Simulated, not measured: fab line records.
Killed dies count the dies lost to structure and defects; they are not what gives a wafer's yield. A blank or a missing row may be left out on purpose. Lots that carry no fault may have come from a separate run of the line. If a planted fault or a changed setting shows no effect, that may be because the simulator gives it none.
fab line records	flow n5-finfet
record lots=24	wafers=72	last-day=18
route steps=1938 shown BEOL_M10@1473 BEOL_M11@1537
lots that met no fault: from a run of the same line without faults
start-h: the number of hours between the record's first day and the start of the first shown wafer of the lot	wait-h: how many hours have passed since the lot's step before this one	" identical to the entry in the row above	L1.1+2: a row that stands for several wafers	- no value, or no start given	* or withheld: withheld	< > ~ a bound
route shown NAME@n: NAME is a module with steps in the file, n the number in the route of the first one	usual: the fault-free wafers' mean and standard deviation	same: alike in all rows	chamber/n: place in a boat	sites: each site's reading	_std_site: how widely they spread, as a standard deviation	_edge_site: the outer-site mean with the inner-site mean subtracted	radius-mm: for every site, how far away it sits from the centre of the wafer	mask NAME#n: copy n	behind: the tool/chamber that last shaped the wafer	hold: reason for holding the lot/hours on hold/outcome of the hold	device: whichever transistor did not switch (one of n, p or np)	end of line: tests run on the same wafers once the route is complete	for a step that has no rows: nothing shown but its recipe	killed: the dies lost at the first sort to structure and to defects; this is not the yield of the wafer	map: dies across one wafer; x = killed, . = not, _ = none there
set.NAME: setting as actually run; set.NAME@STEP: the setting as run at that earlier step	model.NAME: the simulator's own value behind a step, which no gauge read
route steps across a sampled set of lots; one table per step, one row per wafer
services: when a tool's chamber went out of use (start-h, in hours from the record's first day, below 0 if earlier), for how many hours, and the reason
## steps
# step N5_BEOL_M10_PECVD_70
# recipe material=SiO2	target-thk-a=200	temp-c=400	precursor=TEOS/O2	pressure-torr=5.5	rf-w=450	teos-flow-sccm=53.8	gas=O2	flow-sccm=3000	time-s=22.7
# usual heater-power-w=743/90	showerhead-plenum-p-Torr=8.79/0.055	throttle-valve-pct=22.4/0.86
lot.wafer	tool	chamber	start-h	wait-h	heater-power-w	showerhead-plenum-p-Torr	throttle-valve-pct
L074.1	pecvd-03	0	211.13	0.0	798	8.78	22.7
L074.2	"	1	"	"	736	8.89	22.5
L074.6	"	1	"	"	732	8.87	22.2
L075.1	pecvd-04	1	216.99	0.0	627	8.71	23.0
L075.4	"	1	"	"	651	8.70	23.5
L075.5	"	0	"	"	833	8.79	23.2
L076.1	pecvd-04	2	217.77	0.0	760	8.81	21.4
L076.2	"	0	"	"	730	8.79	23.4
L076.4	"	1	"	"	700	8.70	23.1
L078.3	pecvd-04	0	222.25	0.0	878	8.79	23.2
L078.5	"	1	"	"	633	8.70	23.0
L078.6	"	0	"	"	833	8.81	23.1
L077.2	pecvd-04	1	225.77	0.0	714	8.71	23.1
L077.5	"	2	"	"	700	8.85	21.0
L077.6	"	0	"	"	797	8.83	23.1
L079.2	pecvd-02	0	244.12	0.0	835	8.81	22.8
L079.4	"	2	"	"	750	8.79	21.3
L079.5	"	0	"	"	814	8.80	23.0
L080.3	pecvd-02	1	255.94	0.0	613	8.73	21.5
L080.5	"	0	"	"	813	8.80	22.9
L080.6	"	1	"	"	600	8.74	21.8
L083.2	pecvd-04	0	268.26	0.0	910	8.81	23.6
L083.5	"	2	"	"	832	8.83	21.2
L083.6	"	1	"	"	656	8.73	22.8
L084.2	pecvd-02	0	269.20	0.0	730	8.81	23.0
L084.3	"	2	"	"	700	8.81	21.1
L084.6	"	2	"	"	758	8.82	20.9
L081.1	pecvd-04	0	269.34	0.0	802	8.80	23.4
L081.3	"	1	"	"	684	8.70	23.1
L081.5	"	0	"	"	784	8.82	23.5
L082.1	pecvd-02	1	271.79	0.0	538	8.72	21.4
L082.4	"	0	"	"	853	8.81	22.8
L082.5	"	2	"	"	758	8.82	21.3
L087.1	pecvd-04	1	273.07	0.0	691	8.72	23.3
L087.3	"	2	"	"	815	8.82	21.4
L087.5	"	2	"	"	814	8.83	21.4
L085.1	pecvd-04	0	273.55	0.0	894	8.81	23.5
L085.5	"	1	"	"	609	8.75	23.2
L085.6	"	2	"	"	778	8.85	21.1
L086.1	pecvd-03	1	276.57	0.0	720	8.89	22.3
L086.2	"	0	"	"	815	8.80	22.6
L086.3	"	2	"	"	822	8.71	22.3
L090.3	pecvd-02	2	308.63	0.0	732	8.80	21.0
L090.5	"	0	"	"	760	8.81	22.7
L090.6	"	1	"	"	650	8.74	21.5
L089.1	pecvd-04	1	309.17	0.0	700	8.72	23.2
L089.2	"	2	"	"	720	8.83	21.1
L089.5	"	0	"	"	924	8.81	23.5
L088.2	pecvd-03	1	310.08	0.0	697	8.89	22.5
L088.3	"	0	"	"	792	8.81	22.7
L088.5	"	0	"	"	804	8.76	22.9
L091.2	pecvd-04	2	320.29	0.0	793	8.86	21.1
L091.4	"	1	"	"	621	8.70	23.1
L091.5	"	1	"	"	667	8.71	23.1
L092.2	pecvd-03	0	320.59	0.0	862	8.79	22.9
L092.3	"	2	"	"	829	8.71	22.6
L092.5	"	1	"	"	795	8.91	22.4
L093.1	pecvd-03	1	329.04	0.0	694	8.88	22.4
L093.3	"	0	"	"	751	8.80	22.9
L093.6	"	1	"	"	708	8.89	22.3
L095.3	pecvd-02	2	336.47	0.0	638	8.82	21.2
L095.4	"	1	"	"	592	8.74	21.6
L095.5	"	2	"	"	648	8.82	21.4
L094.2	pecvd-04	2	341.33	0.0	714	8.83	21.3
L094.3	"	1	"	"	627	8.72	23.0
L094.5	"	2	"	"	729	8.84	21.4
L097.1	pecvd-02	2	349.55	0.0	653	8.79	21.7
L097.2	"	0	"	"	700	8.80	22.8
L097.3	"	1	"	"	587	8.74	21.6
L096.3	pecvd-04	2	368.22	0.0	733	8.85	21.5
L096.4	"	2	"	"	738	8.83	21.4
L096.5	"	1	"	"	713	8.72	23.2
# step N5_BEOL_M10_CD_MEAS_11
# recipe target-cd-nm=64.1	landing-energy-ev=500	detector=se-inlens	polarity=opening
# usual cd-nm=64.3/0.44
lot.wafer	tool	chamber	start-h	wait-h	cd-nm
L074.1	cd-sem-02	0	211.98	-	64.7
L074.2	"	0	"	"	65.0
L074.6	"	0	"	"	65.2
L075.1	cd-sem-02	0	218.22	-	65.2
L075.4	"	0	"	"	64.7
L075.5	"	0	"	"	64.6
L076.1	cd-sem-01	0	219.17	-	64.9
L076.2	"	0	"	"	64.2
L076.4	"	0	"	"	64.2
L078.3	cd-sem-03	0	224.06	-	64.4
L078.5	"	0	"	"	63.9
L078.6	"	0	"	"	64.1
L077.2	cd-sem-02	0	227.19	-	64.3
L077.5	"	0	"	"	64.4
L077.6	"	0	"	"	64.7
L079.2	cd-sem-01	0	246.62	-	64.1
L079.4	"	0	"	"	64.3
L079.5	"	0	"	"	64.2
L080.3	cd-sem-03	0	257.49	-	64.4
L080.5	"	0	"	"	64.9
L080.6	"	0	"	"	64.7
L083.2	cd-sem-02	0	270.27	-	64.1
L083.5	"	0	"	"	64.7
L083.6	"	0	"	"	64.7
L084.2	cd-sem-03	0	270.47	-	63.8
L084.3	"	0	"	"	63.8
L084.6	"	0	"	"	63.6
L081.1	cd-sem-02	0	270.56	-	64.3
L081.3	"	0	"	"	64.6
L081.5	"	0	"	"	64.2
L082.1	cd-sem-01	0	272.59	-	64.5
L082.4	"	0	"	"	63.5
L082.5	"	0	"	"	64.5
L087.1	cd-sem-02	0	273.63	-	64.2
L087.3	"	0	"	"	63.9
L087.5	"	0	"	"	65.1
L085.1	cd-sem-03	0	276.16	-	64.5
L085.5	"	0	"	"	64.3
L085.6	"	0	"	"	64.4
L086.1	cd-sem-03	0	277.17	-	64.2
L086.2	"	0	"	"	64.1
L086.3	"	0	"	"	64.3
L090.3	cd-sem-01	0	310.25	-	64.0
L090.5	"	0	"	"	64.4
L090.6	"	0	"	"	64.7
L089.1	cd-sem-03	0	310.45	-	64.2
L089.2	"	0	"	"	64.0
L089.5	"	0	"	"	65.2
L088.2	cd-sem-03	0	310.81	-	63.7
L088.3	"	0	"	"	64.2
L088.5	"	0	"	"	63.8
L091.2	cd-sem-02	0	323.30	-	64.3
L091.4	"	0	"	"	64.4
L091.5	"	0	"	"	64.5
L092.2	cd-sem-02	0	323.53	-	64.1
L092.3	"	0	"	"	63.9
L092.5	"	0	"	"	63.9
L093.1	cd-sem-01	0	329.95	-	64.0
L093.3	"	0	"	"	64.2
L093.6	"	0	"	"	64.8
L095.3	cd-sem-01	0	337.79	-	64.7
L095.4	"	0	"	"	64.4
L095.5	"	0	"	"	64.4
L094.2	cd-sem-02	0	343.89	-	64.2
L094.3	"	0	"	"	65.0
L094.5	"	0	"	"	63.4
L097.1	cd-sem-01	0	352.01	-	63.9
L097.2	"	0	"	"	63.7
L097.3	"	0	"	"	64.1
L096.3	cd-sem-03	0	369.66	-	64.0
L096.4	"	0	"	"	64.3
L096.5	"	0	"	"	64.7
# step N5_BEOL_M10_STRIP_19
# recipe chemistry=O2	power-w=400	temp-c=40	pressure-mtorr=30	rf-frequency-hz=6e+07	bias-power-w=0	overash-fraction=0.2	o2-flow-sccm=225
# usual drypump-motor-current-A=5.8/0.37	oes-product-au=0.83/0.074	rf-vpp-V=3.7/0.6	showerhead-plenum-p-Torr=2.06/0.052	throttle-valve-pct=16.60/0.21
lot.wafer	tool	chamber	start-h	wait-h	drypump-motor-current-A	oes-product-au	rf-hours-counter-h	rf-vpp-V	showerhead-plenum-p-Torr	throttle-valve-pct
L074.1	rie-diel-06	0	212.64	0.1	5.8	0.90	33	4.0	2.05	16.56
L074.2	"	1	"	"	6.0	0.74	181	2.9	2.09	16.88
L074.6	"	3	"	"	6.2	0.76	-	3.5	2.01	16.78
L075.1	rie-diel-06	2	218.69	0.1	5.9	0.92	26	4.1	2.06	16.29
L075.4	"	1	"	"	6.0	0.73	183	3.5	2.08	16.91
L075.5	"	1	"	"	6.0	0.73	-	3.6	2.08	16.89
L076.1	rie-diel-02	2	220.00	0.1	6.1	0.74	198	3.2	2.17	17.15
L076.2	"	1	"	"	5.0	0.70	198	3.3	1.99	16.65
L076.4	"	0	"	"	5.9	0.71	229	4.2	1.99	16.93
L078.3	rie-diel-05	1	224.57	0.1	5.1	0.92	37	4.1	2.04	16.39
L078.5	"	0	"	"	5.7	0.83	-	4.2	2.03	16.48
L078.6	"	3	"	"	5.7	0.70	-	2.4	2.06	16.74
L077.2	rie-diel-06	3	227.76	0.1	6.2	0.75	179	3.5	2.01	16.79
L077.5	"	2	"	"	5.9	0.93	-	4.6	2.06	16.29
L077.6	"	3	"	"	6.2	0.74	-	3.7	2.01	16.80
L079.2	rie-diel-05	3	247.31	0.1	5.7	0.70	243	4.1	2.05	16.77
L079.4	"	3	"	"	5.7	0.70	-	2.6	2.05	16.76
L079.5	"	2	"	"	6.2	0.87	-	2.9	2.13	16.60
L080.3	rie-diel-05	1	258.50	0.1	5.1	0.89	52	4.0	2.04	16.42
L080.5	"	1	"	"	5.1	0.89	-	4.2	2.04	16.39
L080.6	"	3	"	"	5.7	0.70	-	2.8	2.05	16.76
L083.2	rie-diel-06	3	270.86	0.2	6.2	0.72	194	3.3	2.00	16.80
L083.5	"	1	"	"	6.0	0.71	-	3.9	2.08	16.91
L083.6	"	2	"	"	5.9	0.89	-	3.6	2.06	16.32
L084.2	rie-diel-05	2	270.99	0.1	6.2	0.87	41	4.1	2.12	16.63
L084.3	"	1	"	"	5.1	0.88	57	4.1	2.03	16.42
L084.6	"	2	"	"	6.2	0.87	-	3.8	2.12	16.64
L081.1	rie-diel-05	0	271.04	0.1	5.6	0.82	89	4.5	2.02	16.51
L081.3	"	2	"	"	6.2	0.86	41	3.3	2.13	16.62
L081.5	"	1	"	"	5.1	0.88	-	3.3	2.03	16.42
L082.1	rie-diel-05	2	273.16	0.2	6.2	0.86	42	3.3	2.12	16.64
L082.4	"	1	"	"	5.1	0.87	-	4.5	2.03	16.43
L082.5	"	2	"	"	6.2	0.87	-	2.3	2.12	16.63
L087.1	rie-diel-06	0	274.10	0.1	5.7	0.87	56	3.6	2.04	16.59
L087.3	"	1	"	"	6.0	0.72	199	3.8	2.08	16.93
L087.5	"	3	"	"	6.2	0.73	-	3.5	2.00	16.82
L085.1	rie-diel-05	0	276.63	0.1	5.6	0.82	92	5.0	2.02	16.55
L085.5	"	0	"	"	5.6	0.82	-	3.4	2.02	16.53
L085.6	"	2	"	"	6.2	0.86	-	5.1	2.12	16.64
L086.1	rie-diel-05	2	277.67	0.1	6.2	0.86	44	3.3	2.12	16.65
L086.2	"	0	"	"	5.6	0.81	93	2.8	2.02	16.53
L086.3	"	1	"	"	5.1	0.87	61	3.7	2.03	16.41
L090.3	rie-diel-06	1	310.96	0.3	6.0	0.71	212	3.8	2.07	16.96
L090.5	"	1	"	"	6.0	0.71	-	3.0	2.08	16.96
L090.6	"	2	"	"	5.9	0.88	-	3.5	2.05	16.34
L089.1	rie-diel-05	0	311.09	0.1	5.6	0.80	106	4.4	2.02	16.54
L089.2	"	1	"	"	5.1	0.85	73	4.0	2.03	16.46
L089.5	"	2	"	"	6.2	0.84	-	3.6	2.12	16.66
L088.2	rie-diel-06	2	311.38	0.1	5.9	0.87	59	4.2	2.05	16.33
L088.3	"	1	"	"	6.0	0.70	212	3.8	2.07	16.97
L088.5	"	3	"	"	6.2	0.71	-	3.8	2.00	16.86
L091.2	rie-diel-05	0	323.92	0.2	5.6	0.79	110	3.6	2.01	16.57
L091.4	"	3	"	"	5.7	0.93	14	3.8	2.05	16.36
L091.5	"	1	"	"	5.1	0.85	-	3.2	2.03	16.47
L092.2	rie-diel-05	2	324.23	0.3	6.2	0.83	62	3.3	2.12	16.67
L092.3	"	3	"	"	5.7	0.93	15	3.5	2.05	16.36
L092.5	"	0	"	"	5.6	0.79	-	3.3	2.01	16.54
L093.1	rie-diel-05	3	330.75	0.3	5.7	0.93	17	3.7	2.05	16.37
L093.3	"	1	"	"	5.1	0.85	80	4.2	2.02	16.46
L093.6	"	2	"	"	6.3	0.83	-	3.8	2.12	16.68
L095.3	rie-diel-05	0	338.73	0.2	5.6	0.79	116	3.4	2.01	16.58
L095.4	"	1	"	"	5.1	0.85	83	4.0	2.02	16.46
L095.5	"	3	"	"	5.7	0.93	-	3.5	2.04	16.35
L094.2	rie-diel-05	0	344.51	0.2	5.6	0.79	119	3.4	2.01	16.58
L094.3	"	2	"	"	6.2	0.82	70	3.3	2.11	16.67
L094.5	"	2	"	"	6.2	0.81	-	3.8	2.11	16.69
L097.1	rie-diel-05	3	352.49	0.1	5.7	0.92	26	4.6	2.04	16.40
L097.2	"	2	"	"	6.2	0.82	73	4.0	2.11	16.69
L097.3	"	1	"	"	5.1	0.84	86	2.5	2.02	16.49
L096.3	rie-diel-02	2	370.22	0.1	6.2	0.69	253	3.8	2.15	17.27
L096.4	"	3	"	"	6.1	0.95	-	3.5	2.23	16.80
L096.5	"	0	"	"	5.9	0.91	-	4.4	2.24	16.52
# step N5_BEOL_M10_ETCH_41
# recipe chemistry=CH3F/O2	target=SiCN	target-depth-a=426	taper-deg=2	time-s=86	ion-energy-ev=120	mask-material=TiN	pressure-mtorr=30	source-w=395	bias-w=75	Ar_flow_sccm=150	CH3F_flow_sccm=30	O2_flow_sccm=20
# usual drypump-motor-current-A=5.8/0.41	oes-product-au=0.77/0.086	rf-vpp-V=296.6/1.5	showerhead-plenum-p-Torr=1.96/0.066	throttle-valve-pct=16.44/0.29
lot.wafer	tool	chamber	start-h	wait-h	drypump-motor-current-A	oes-product-au	rf-hours-counter-h	rf-vpp-V	showerhead-plenum-p-Torr	throttle-valve-pct
L074.1	rie-diel-02	1	-	-	5.0	0.71	196	295.4	1.91	16.37
L074.2	"	0	"	"	5.9	0.69	226	294.8	1.89	16.51
L074.6	"	2	"	"	6.2	0.73	-	297.5	2.07	16.75
L075.1	rie-diel-06	0	-	-	5.7	0.90	36	297.8	1.95	16.17
L075.4	"	3	"	"	6.2	0.75	176	295.9	1.92	16.44
L075.5	"	1	"	"	6.0	0.73	-	297.0	1.98	16.54
L076.1	rie-diel-02	2	-	-	6.1	0.74	199	298.9	2.06	16.76
L076.2	"	0	"	"	5.9	0.69	230	295.7	1.89	16.52
L076.4	"	3	"	"	6.1	0.70	212	295.3	1.90	16.89
L078.3	rie-diel-05	2	-	-	6.2	0.90	22	297.7	2.04	16.30
L078.5	"	2	"	"	6.2	0.90	-	297.9	2.04	16.29
L078.6	"	3	"	"	5.8	0.70	-	297.6	1.97	16.45
L077.2	rie-diel-05	3	-	-	5.7	0.70	237	297.7	1.97	16.46
L077.5	"	0	"	"	5.6	0.84	-	295.6	1.94	16.16
L077.6	"	3	"	"	5.7	0.71	-	296.3	1.97	16.45
L079.2	rie-diel-02	1	-	-	5.0	0.70	208	294.6	1.91	16.40
L079.4	"	3	"	"	6.1	0.69	221	295.2	1.90	16.90
L079.5	"	1	"	"	5.0	0.71	-	294.6	1.91	16.40
L080.3	rie-diel-02	3	-	-	6.1	0.69	225	295.1	1.90	16.92
L080.5	"	1	"	"	5.0	0.71	-	295.7	1.91	16.42
L080.6	"	0	"	"	5.9	0.68	-	295.1	1.88	16.55
L083.2	rie-diel-02	0	-	-	5.9	0.68	248	294.6	1.88	16.55
L083.5	"	2	"	"	6.2	0.72	-	298.8	2.06	16.82
L083.6	"	3	"	"	6.1	0.69	-	295.0	1.90	16.91
L084.2	rie-diel-06	2	-	-	5.9	0.89	45	296.5	1.95	15.93
L084.3	"	3	"	"	6.1	0.74	195	294.4	1.91	16.49
L084.6	"	2	"	"	5.9	0.89	-	295.7	1.95	15.92
L081.1	rie-diel-02	1	-	-	5.0	0.70	218	295.0	1.90	16.42
L081.3	"	3	"	"	6.1	0.69	229	296.3	1.90	16.90
L081.5	"	2	"	"	6.2	0.73	-	298.4	2.06	16.79
L082.1	rie-diel-02	0	-	-	5.9	0.68	249	296.5	1.88	16.56
L082.4	"	1	"	"	5.0	0.70	219	296.0	1.90	16.41
L082.5	"	0	"	"	5.9	0.68	-	294.2	1.88	16.55
L087.1	rie-diel-05	0	-	-	5.6	0.82	91	296.2	1.93	16.19
L087.3	"	2	"	"	6.3	0.86	43	297.6	2.04	16.34
L087.5	"	1	"	"	5.1	0.86	-	296.6	1.95	16.15
L085.1	rie-diel-05	1	-	-	5.1	0.86	62	295.9	1.95	16.14
L085.5	"	1	"	"	5.1	0.88	-	296.8	1.95	16.13
L085.6	"	0	"	"	5.6	0.81	-	296.4	1.93	16.19
L086.1	rie-diel-06	2	-	-	5.9	0.89	49	294.9	1.95	15.93
L086.2	"	1	"	"	6.0	0.71	201	297.3	1.98	16.58
L086.3	"	3	"	"	6.2	0.73	198	295.7	1.91	16.51
L090.3	rie-diel-02	1	-	-	5.0	0.69	234	297.3	1.90	16.45
L090.5	"	3	"	"	6.1	0.68	-	295.9	1.89	16.94
L090.6	"	2	"	"	6.2	0.71	-	298.1	2.05	16.85
L089.1	rie-diel-06	1	-	-	6.0	0.71	212	298.1	1.97	16.56
L089.2	"	0	"	"	5.7	0.85	65	295.2	1.94	16.23
L089.5	"	1	"	"	6.0	0.70	-	296.8	1.98	16.57
L088.2	rie-diel-02	2	-	-	6.1	0.71	234	299.8	2.05	16.84
L088.3	"	3	"	"	6.1	0.67	247	295.0	1.89	16.94
L088.5	"	2	"	"	6.1	0.70	-	298.6	2.05	16.84
L092.2	rie-diel-05	1	-	-	5.1	0.84	78	296.0	1.94	16.16
L092.3	"	0	"	"	5.7	0.79	111	294.2	1.92	16.22
L092.5	"	1	"	"	5.1	0.84	-	296.2	1.94	16.15
L091.2	rie-diel-02	2	-	-	6.1	0.70	237	299.2	2.05	16.83
L091.4	"	0	"	"	5.9	0.97	2	298.9	2.13	16.07
L091.5	"	3	"	"	6.1	0.67	-	293.9	1.89	16.94
L093.1	rie-diel-05	0	-	-	5.6	0.79	114	295.0	1.92	16.22
L093.3	"	1	"	"	5.1	0.84	81	295.7	1.94	16.17
L093.6	"	0	"	"	5.6	0.78	-	296.9	1.92	16.23
L095.3	rie-diel-06	1	-	-	6.0	0.69	223	298.5	1.97	16.60
L095.4	"	3	"	"	6.2	0.71	220	295.0	1.91	16.55
L095.5	"	0	"	"	5.8	0.84	-	296.3	1.94	16.26
L094.2	rie-diel-05	2	-	-	6.2	0.83	71	298.2	2.03	16.38
L094.3	"	0	"	"	5.6	0.78	120	294.8	1.92	16.26
L094.5	"	2	"	"	6.2	0.83	-	298.7	2.03	16.38
L097.1	rie-diel-05	3	-	-	5.7	0.91	27	297.1	1.96	16.09
L097.2	"	2	"	"	6.3	0.82	74	297.5	2.03	16.40
L097.3	"	1	"	"	5.1	0.84	87	295.1	1.94	16.17
L096.3	rie-diel-02	0	-	-	5.9	0.91	22	300.0	2.12	16.11
L096.4	"	3	"	"	6.1	0.94	-	299.6	2.13	16.49
L096.5	"	0	"	"	5.9	0.91	-	301.0	2.12	16.10
# step N5_BEOL_M10_CURE_72
# recipe temp-c=370	time-s=120	ambient=DMADMS/He	material=SiCOH_lowk
# usual lamp-power-pct=52.31/0.056	wafer_temp_C_max=371.9/0.49
lot.wafer	tool	chamber	start-h	wait-h	lamp-power-pct	wafer_temp_C_max
L074.1	uv-cure-01	1	214.17	0.0	52.26	371.9
L074.2	"	1	"	"	52.37	371.7
L074.6	"	1	"	"	52.37	371.2
L075.1	uv-cure-01	1	219.85	0.0	52.26	372.2
L075.4	"	1	"	"	52.29	372.1
L075.5	"	1	"	"	52.35	372.6
L076.1	uv-cure-03	0	222.40	0.0	52.29	371.6
L076.2	"	0	"	"	52.40	371.6
L076.4	"	0	"	"	52.29	371.9
L078.3	uv-cure-02	0	226.70	0.3	52.23	372.1
L078.5	"	0	"	"	52.30	372.2
L078.6	"	0	"	"	52.39	372.4
L077.2	uv-cure-01	1	229.59	0.1	52.36	372.0
L077.5	"	1	"	"	52.37	372.1
L077.6	"	1	"	"	52.47	371.8
L079.2	uv-cure-01	1	249.20	0.1	52.29	371.8
L079.4	"	1	"	"	52.41	372.0
L079.5	"	1	"	"	52.31	372.3
L080.3	uv-cure-02	1	260.85	0.1	52.29	371.8
L080.5	"	1	"	"	52.29	372.5
L080.6	"	1	"	"	52.31	371.8
L083.2	uv-cure-02	1	272.14	0.1	52.33	371.9
L083.5	"	1	"	"	52.31	372.0
L083.6	"	1	"	"	52.34	371.9
L084.2	uv-cure-01	1	272.75	0.2	52.25	372.4
L084.3	"	1	"	"	52.32	372.1
L084.6	"	1	"	"	52.37	371.7
L081.1	uv-cure-01	1	273.00	0.3	52.25	371.4
L081.3	"	1	"	"	52.31	373.1
L081.5	"	1	"	"	52.24	371.3
L082.1	uv-cure-02	1	275.68	0.0	52.29	372.0
L082.4	"	1	"	"	52.31	372.6
L082.5	"	1	"	"	52.22	372.2
L087.1	uv-cure-01	2	275.85	0.0	52.26	373.1
L087.3	"	2	"	"	52.28	372.6
L087.5	"	2	"	"	52.29	372.1
L085.1	uv-cure-03	1	281.13	0.0	52.28	371.7
L085.5	"	1	"	"	52.31	372.5
L085.6	"	1	"	"	52.35	372.2
L086.1	uv-cure-02	1	281.42	0.2	52.37	372.3
L086.2	"	1	"	"	52.33	372.2
L086.3	"	1	"	"	52.24	371.4
L090.3	uv-cure-01	0	312.20	0.1	52.24	371.0
L090.5	"	0	"	"	52.28	371.0
L090.6	"	0	"	"	52.32	371.1
L089.1	uv-cure-02	1	312.26	0.0	52.37	372.4
L089.2	"	1	"	"	52.29	372.4
L089.5	"	1	"	"	52.34	372.0
L088.2	uv-cure-01	1	313.29	0.1	52.25	372.6
L088.3	"	1	"	"	52.38	372.4
L088.5	"	1	"	"	52.36	371.9
L092.2	uv-cure-03	2	326.47	0.2	52.32	372.5
L092.3	"	2	"	"	52.34	372.6
L092.5	"	2	"	"	52.42	371.9
L091.2	uv-cure-01	2	326.75	0.3	52.38	372.4
L091.4	"	2	"	"	52.38	371.9
L091.5	"	2	"	"	52.38	372.7
L093.1	uv-cure-02	0	333.98	0.0	52.32	373.1
L093.3	"	0	"	"	52.34	372.3
L093.6	"	0	"	"	52.32	372.3
L095.3	uv-cure-01	1	340.58	0.4	52.25	372.0
L095.4	"	1	"	"	52.32	371.9
L095.5	"	1	"	"	52.32	371.2
L094.2	uv-cure-02	2	345.77	0.1	52.32	371.1
L094.3	"	2	"	"	52.23	371.4
L094.5	"	2	"	"	52.37	371.4
L097.1	uv-cure-03	0	357.65	0.2	52.19	371.9
L097.2	"	0	"	"	52.32	371.7
L097.3	"	0	"	"	52.27	371.3
L096.3	uv-cure-01	2	372.65	0.1	52.34	371.5
L096.4	"	2	"	"	52.41	372.0
L096.5	"	2	"	"	52.23	371.7
# step N5_BEOL_M11_CURE_71
# recipe temp-c=385	time-s=240	ambient=He/Ar	material=SiCOH_lowk
# usual lamp-power-pct=52.31/0.056	wafer_temp_C_max=386.9/0.46
lot.wafer	tool	chamber	start-h	wait-h	lamp-power-pct	wafer_temp_C_max
L074.1	uv-cure-02	1	216.81	0.1	52.35	386.7
L074.2	"	1	"	"	52.37	386.3
L074.6	"	1	"	"	52.35	386.5
L075.1	uv-cure-01	0	224.00	0.0	52.21	386.2
L075.4	"	0	"	"	52.29	386.1
L075.5	"	0	"	"	52.40	385.9
L076.1	uv-cure-02	0	225.54	0.0	52.40	387.7
L076.2	"	0	"	"	52.35	387.0
L076.4	"	0	"	"	52.31	387.1
L078.3	uv-cure-01	0	230.59	0.2	52.29	386.4
L078.5	"	0	"	"	52.32	386.2
L078.6	"	0	"	"	52.33	386.0
L077.2	uv-cure-01	2	231.85	0.1	52.34	386.8
L077.5	"	2	"	"	52.36	388.0
L077.6	"	2	"	"	52.29	387.1
L079.2	uv-cure-03	0	252.84	0.1	52.31	387.4
L079.4	"	0	"	"	52.40	386.9
L079.5	"	0	"	"	52.42	387.4
L080.3	uv-cure-02	1	263.77	0.6	52.23	387.3
L080.5	"	1	"	"	52.23	387.4
L080.6	"	1	"	"	52.42	386.9
L083.2	uv-cure-03	0	274.53	0.1	52.36	386.4
L083.5	"	0	"	"	52.29	387.0
L083.6	"	0	"	"	52.35	386.7
L084.2	uv-cure-03	1	276.29	0.2	52.32	387.2
L084.3	"	1	"	"	52.35	388.0
L084.6	"	1	"	"	52.36	387.8
L081.1	uv-cure-01	2	277.11	0.1	52.35	387.0
L081.3	"	2	"	"	52.25	386.7
L081.5	"	2	"	"	52.37	387.6
L082.1	uv-cure-03	2	280.16	0.0	52.28	387.0
L082.4	"	2	"	"	52.36	387.5
L082.5	"	2	"	"	52.38	387.4
L087.1	uv-cure-01	1	280.38	0.1	52.39	387.3
L087.3	"	1	"	"	52.26	386.8
L087.5	"	1	"	"	52.22	386.4
L085.1	uv-cure-02	0	283.55	0.0	52.36	386.4
L085.5	"	0	"	"	52.34	387.7
L085.6	"	0	"	"	52.34	386.5
L086.1	uv-cure-01	1	283.98	0.2	52.32	386.7
L086.2	"	1	"	"	52.24	386.8
L086.3	"	1	"	"	52.36	386.4
L090.3	uv-cure-02	0	314.48	0.2	52.30	387.7
L090.5	"	0	"	"	52.40	386.8
L090.6	"	0	"	"	52.25	387.6
L089.1	uv-cure-02	1	315.71	0.0	52.24	387.3
L089.2	"	1	"	"	52.23	387.6
L089.5	"	1	"	"	52.24	387.4
L088.2	uv-cure-03	2	317.49	0.2	52.27	387.2
L088.3	"	2	"	"	52.38	386.5
L088.5	"	2	"	"	52.32	387.4
L092.2	uv-cure-02	1	328.96	0.1	52.38	386.9
L092.3	"	1	"	"	52.30	386.7
L092.5	"	1	"	"	52.33	387.5
L091.2	uv-cure-03	0	329.17	0.2	52.38	386.6
L091.4	"	0	"	"	52.23	386.2
L091.5	"	0	"	"	52.27	386.8
L093.1	uv-cure-02	2	336.34	0.2	52.25	386.5
L093.3	"	2	"	"	52.34	386.5
L093.6	"	2	"	"	52.33	386.2
L095.3	uv-cure-02	1	343.33	0.2	52.25	386.6
L095.4	"	1	"	"	52.29	386.8
L095.5	"	1	"	"	52.30	387.1
L094.2	uv-cure-02	1	348.99	0.2	52.39	387.0
L094.3	"	1	"	"	52.38	386.6
L094.5	"	1	"	"	52.27	387.1
L097.1	uv-cure-01	0	360.96	0.0	52.40	386.6
L097.2	"	0	"	"	52.26	386.3
L097.3	"	0	"	"	52.31	386.4
L096.3	uv-cure-03	1	375.81	0.2	52.23	386.5
L096.4	"	1	"	"	52.37	387.0
L096.5	"	1	"	"	52.31	387.2
## services
tool	chamber	start-h	hours	kind
uv-cure-01	-	191.32	7.5	pm
pecvd-02	-	201.61	23.4	repair
rie-diel-06	2	209.85	1.5	repair
uv-cure-03	-	232.22	7.5	pm
rie-diel-02	-	243.77	0.4	repair
rie-diel-05	0	246.43	14.1	repair
rie-diel-06	1	249.84	9.5	repair
pecvd-03	-	255.30	4.5	repair
pecvd-02	-	256.26	0.7	repair
uv-cure-03	-	259.64	14.6	pm
rie-diel-05	3	260.62	-	clean
uv-cure-01	-	269.13	2.1	pm
rie-diel-06	0	274.73	1.6	repair
rie-diel-06	0	276.83	7.2	repair
rie-diel-02	0	286.55	12.4	repair
rie-diel-02	-	320.74	3.6	repair
rie-diel-02	2	328.81	3.2	repair
uv-cure-03	-	345.99	6.0	repair
rie-diel-06	1	352.27	2.4	repair
pecvd-03	-	354.52	5.5	pm
rie-diel-02	1	362.03	1.3	repair
uv-cure-02	-	365.10	1.0	pm
rie-diel-05	2	366.19	1.2	repair
rie-diel-06	2	368.01	12.3	repair
## key
fault none
